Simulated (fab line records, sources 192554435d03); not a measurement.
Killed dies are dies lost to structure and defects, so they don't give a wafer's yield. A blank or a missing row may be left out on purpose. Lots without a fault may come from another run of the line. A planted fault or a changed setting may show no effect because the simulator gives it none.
Chamber matching | flow n5_finfet | N5_DUMMY_GATE_ALD_02 on ald_sin-04: 4 sister chambers
The step deposits SiO2, target thk 2 nm, pulse time 1 s. 8 wafers are shown with their chamber, then 11 later ones without.

WAFERS WITH THEIR CHAMBER
wafer  | chamber | heater_power_w (W) | precursor_pulse_height_rel
L080.3 | 1       | 419                | 0.975
L083.5 | 2       | 612                | 1.034
L083.6 | 1       | 428                | 1.019
L087.5 | 2       | 618                | 0.943
L089.5 | 3       | 494                | 0.986
L091.3 | 3       | 498                | 1.016
L091.6 | 0       | 554                | 1.012
L092.2 | 0       | 563                | 0.986

WAFERS WITHOUT THEIR CHAMBER
wafer  | heater_power_w (W) | precursor_pulse_height_rel
L092.3 | 442                | 0.979
L092.4 | 613                | 1.023
L094.2 | 554                | 1.006
L094.3 | 442                | 1.015
L094.5 | 630                | 0.997
L096.1 | 559                | 1.016
L096.3 | 620                | 0.989
L096.5 | 501                | 0.992
L097.1 | 445                | 0.970
L097.3 | 564                | 1.015
L097.5 | 629                | 1.000

WHICH CHAMBER EACH WENT THROUGH
wafer  | from the rows above | in truth
L092.3 | 1                   | 1
L092.4 | 2                   | 2
L094.2 | 0                   | 0
L094.3 | 1                   | 1
L094.5 | 2                   | 2
L096.1 | 0                   | 0
L096.3 | 2                   | 2
L096.5 | 3                   | 3
L097.1 | 1                   | 1
L097.3 | 0                   | 0
L097.5 | 2                   | 2
Placed correctly: 11 of 11. Can't be placed from these rows: 0. Placed wrongly: 0.
How it was worked out, from the rows above alone: a wafer's distance from a chamber is the root of the sum, over the readings, of the square of ((its reading less the chamber's mean) divided by the reading's scatter). The wafer belongs to the nearest chamber; if the next one is less than 2 further off, it can't be placed. A chamber's mean is the mean of its shown wafers. The scatter: the root of (the sum of the squares of (reading less its chamber's mean) over the shown wafers, divided by (wafers less chambers)).
